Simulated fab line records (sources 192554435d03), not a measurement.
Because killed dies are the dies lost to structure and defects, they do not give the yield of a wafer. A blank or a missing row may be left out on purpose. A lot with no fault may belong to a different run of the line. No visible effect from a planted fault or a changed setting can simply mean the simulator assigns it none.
Which tool is to blame? | flow n5Finfet | 27 wafers from 9 lots sampled at 4 of the route's 1938 steps

WHAT EACH GAUGE READ, for each wafer
N5_BEOL_M4_RC_MEAS_101. Usual: DIBL_N 36.4 mV/V, standard deviation 1.3; DIBL_P 36.5 mV/V, standard deviation 1.7; IOFF_N 0.154 nA/um, standard deviation 0.022; IOFF_P 0.202 nA/um, standard deviation 0.025; ION_N 671 uA/um, standard deviation 9.8; ION_P 460 uA/um, standard deviation 6.8; SS_N 71.6 mV/dec, standard deviation 0.54; SS_P 73.4 mV/dec, standard deviation 0.58; VT_N 250.9 mV, standard deviation 2.8; VT_P -251.4 mV, standard deviation 2.7.
lot  | measured     | on        | DIBL_N (mV/V)  | DIBL_P (mV/V)  | IOFF_N (nA/um)    | IOFF_P (nA/um)    | ION_N (uA/um) | ION_P (uA/um) | SS_N (mV/dec)  | SS_P (mV/dec)  | VT_N (mV)         | VT_P (mV)            | flag
L249 | day 7 23:53  | prober-01 | 39.0 39.4 40.5 | 37.2 37.7 39.9 | 0.176 0.183 0.224 | 0.213 0.222 0.259 | 686 683 697   | 469 461 477   | 73.3 72.5 72.8 | 74.2 74.1 74.2 | 247.0 247.6 244.5 | -251.2 -249.5 -250.8 | 
L251 | day 8 07:36  | prober-02 | 37.7 34.9 37.6 | 38.0 34.4 37.3 | 0.170 0.125 0.170 | 0.216 0.167 0.201 | 667 657 672   | 457 453 456   | 71.6 70.8 71.3 | 74.3 73.3 74.2 | 249.1 255.3 251.2 | -252.6 -256.2 -253.2 | 
L253 | day 8 10:06  | prober-02 | 36.4 38.7 38.6 | 36.5 38.8 38.8 | 0.135 0.172 0.176 | 0.171 0.203 0.202 | 662 678 676   | 448 453 450   | 70.7 71.6 71.8 | 72.7 74.2 73.7 | 251.5 247.7 247.2 | -255.8 -253.6 -253.1 | 
L252 | day 8 14:12  | prober-02 | 39.3 36.8 35.7 | 38.5 36.2 34.4 | 0.174 0.132 0.116 | 0.185 0.155 0.142 | 669 662 657   | 447 446 444   | 72.4 71.7 71.4 | 74.5 72.9 73.5 | 252.2 253.1 258.6 | -256.8 -256.9 -256.9 | 
L263 | day 11 21:34 | prober-02 | 35.3 36.9 35.7 | 35.9 37.8 35.5 | 0.150 0.181 0.150 | 0.196 0.220 0.189 | 689 689 674   | 471 467 462   | 71.5 72.5 71.9 | 73.8 73.8 73.2 | 247.1 248.2 249.2 | -252.5 -249.6 -251.8 | 
L267 | day 12 06:35 | prober-02 | 38.0 37.6 37.0 | 37.3 37.1 36.4 | 0.181 0.163 0.157 | 0.232 0.225 0.221 | 661 672 671   | 451 461 463   | 72.6 72.0 71.7 | 73.1 73.5 73.4 | 249.9 252.3 250.5 | -248.6 -251.1 -250.3 | 
L268 | day 12 18:36 | prober-01 | 35.8 38.0 36.2 | 35.5 37.1 35.9 | 0.135 0.161 0.139 | 0.225 0.260 0.243 | 662 656 655   | 466 461 458   | 70.9 72.7 71.7 | 73.0 73.9 73.3 | 253.4 249.9 252.5 | -250.0 -247.8 -245.9 | 
L269 | day 13 07:52 | prober-01 | 37.1 37.6 37.2 | 35.6 37.3 37.7 | 0.163 0.188 0.193 | 0.198 0.241 0.248 | 661 676 687   | 449 463 469   | 71.9 71.9 71.4 | 73.7 74.4 73.6 | 250.8 244.2 246.1 | -252.9 -245.9 -245.7 | 
L272 | day 13 17:35 | prober-01 | 36.1 37.4 37.3 | 37.4 38.9 38.9 | 0.157 0.189 0.187 | 0.192 0.220 0.211 | 677 685 669   | 453 465 455   | 71.5 71.6 71.8 | 73.3 74.2 73.7 | 247.4 245.6 248.7 | -252.0 -250.3 -251.6 | 

N5_MIM_BOT_LITHO_CD_MEAS_08 targets a cd of 3000 nm. Usual: cdNm reads 2999.8 nm (standard deviation 1.6).
lot  | measured     | on       | cdNm (nm)            | flag
L249 | day 11 19:25 | cdSem-02 | 2997.7 2998.8 2998.3 | 
L251 | day 12 01:54 | cdSem-03 | 2998.3 2998.4 3001.1 | 
L253 | day 12 04:46 | cdSem-01 | 3000.5 3002.7 3001.4 | 
L252 | day 12 08:38 | cdSem-02 | 3001.3 3003.0 3002.6 | 
L263 | day 15 18:18 | cdSem-02 | 2999.9 2999.8 2999.8 | 
L267 | day 16 04:03 | cdSem-01 | 3000.9 3001.6 3000.9 | 
L268 | day 16 16:20 | cdSem-03 | 3000.1 3001.5 3000.7 | 
L269 | day 16 23:16 | cdSem-03 | 2998.8 2999.1 3000.2 | 
L272 | day 17 10:41 | cdSem-03 | 2999.7 2997.2 2996.8 | 

EACH LOT AND THE TOOL THAT RAN IT (in order: tool; ch and the chambers of the sampled wafers; start)
lot  | N5_MIM_TOP_SPUTTER_03       | N5_MIM_TOP_LITHO_DESCUM_10
L249 | pvdSputter-02, day 11 18:18 | rieDiel-06 ch 2,3, day 11 18:47
L251 | pvdSputter-01, day 12 00:40 | rieDiel-06 ch 0,1,3, day 12 01:14
L253 | pvdSputter-01, day 12 03:23 | rieDiel-05 ch 0,1,2, day 12 03:59
L252 | pvdSputter-03, day 12 07:03 | rieDiel-02 ch 1,2, day 12 07:59
L263 | pvdSputter-01, day 15 16:46 | rieDiel-05 ch 0,1,2, day 15 17:39
L267 | pvdSputter-03, day 16 02:37 | rieDiel-05 ch 1,3, day 16 03:16
L268 | pvdSputter-01, day 16 15:12 | rieDiel-06 ch 0,1, day 16 15:41
L269 | pvdSputter-03, day 16 21:50 | rieDiel-06 ch 2,3, day 16 22:29
L272 | pvdSputter-02, day 17 09:09 | rieDiel-06 ch 0,1,3, day 17 09:55
- N5_MIM_TOP_SPUTTER_03: material TiN, target thk 35 nm, time 89.7 s.
- N5_MIM_TOP_LITHO_DESCUM_10: chemistry O2, time 7.9 s.

AS READ BY THE TOOLS THEMSELVES (means over the sampled wafers that have a number; for cases with no such wafer, the mark the record gives instead)
N5_MIM_TOP_SPUTTER_03. Usual: throttleValvePct reads 29.8 % (standard deviation 1).
lot  | tool          | throttleValvePct (%) | flag
L249 | pvdSputter-02 | 29.1                 | 
L251 | pvdSputter-01 | 29.4                 | 
L253 | pvdSputter-01 | 29.9                 | 
L252 | pvdSputter-03 | 30.7                 | 
L263 | pvdSputter-01 | 29.4                 | 
L267 | pvdSputter-03 | 30.4                 | 
L268 | pvdSputter-01 | 29.3                 | 
L269 | pvdSputter-03 | 30.5                 | 
L272 | pvdSputter-02 | 29.0                 | 

N5_MIM_TOP_LITHO_DESCUM_10. Usual: drypumpMotorCurrentA 5.8 A, standard deviation 0.37; oesProductAu 0.81 a.u., standard deviation 0.076; rfVppV 242.6 V, standard deviation 1.3; showerheadPlenumPTorr 2.05 Torr, standard deviation 0.058; throttleValvePct 20.41 %, standard deviation 0.23.
lot  | tool       | drypumpMotorCurrentA (A) | oesProductAu (a.u.) | rfVppV (V) | showerheadPlenumPTorr (Torr) | throttleValvePct (%) | flag
L249 | rieDiel-06 | 6.0                      | 0.84                | 243.1      | 2.03                         | 20.26                | 
L251 | rieDiel-06 | 6.0                      | 0.78                | 242.2      | 2.04                         | 20.54                | 
L253 | rieDiel-05 | 5.7                      | 0.86                | 242.9      | 2.06                         | 20.30                | 
L252 | rieDiel-02 | 5.4                      | 0.70                | 242.4      | 2.04                         | 20.59                | 
L263 | rieDiel-05 | 5.7                      | 0.82                | 242.9      | 2.05                         | 20.35                | 
L267 | rieDiel-05 | 5.3                      | 0.86                | 242.5      | 2.03                         | 20.20                | 
L268 | rieDiel-06 | 5.8                      | 0.78                | 241.8      | 2.04                         | 20.53                | 
L269 | rieDiel-06 | 6.1                      | 0.74                | 241.5      | 2.00                         | 20.47                | 
L272 | rieDiel-06 | 6.0                      | 0.73                | 241.0      | 2.02                         | 20.61                | 

THE ANSWER, worked out from the rows above alone
Rule: a lot is off if the mean of its wafers that have a number lies more than 3 standard deviations from the usual mean. A lot without any number at a reading at which 4 lots or more have one is off too. All remaining lots with rows at the step are treated as sound. First the gauges in route order, then the tools' own readings, where a lot's mean is used as printed above. The first step at which some lot is off is used, and at that step the reading that is off furthest; a lot without a number counts as furthest.
Across all readings shown, no lot is off: no conclusion can be drawn from this.

WHAT THE SIMULATOR HAD PUT IN
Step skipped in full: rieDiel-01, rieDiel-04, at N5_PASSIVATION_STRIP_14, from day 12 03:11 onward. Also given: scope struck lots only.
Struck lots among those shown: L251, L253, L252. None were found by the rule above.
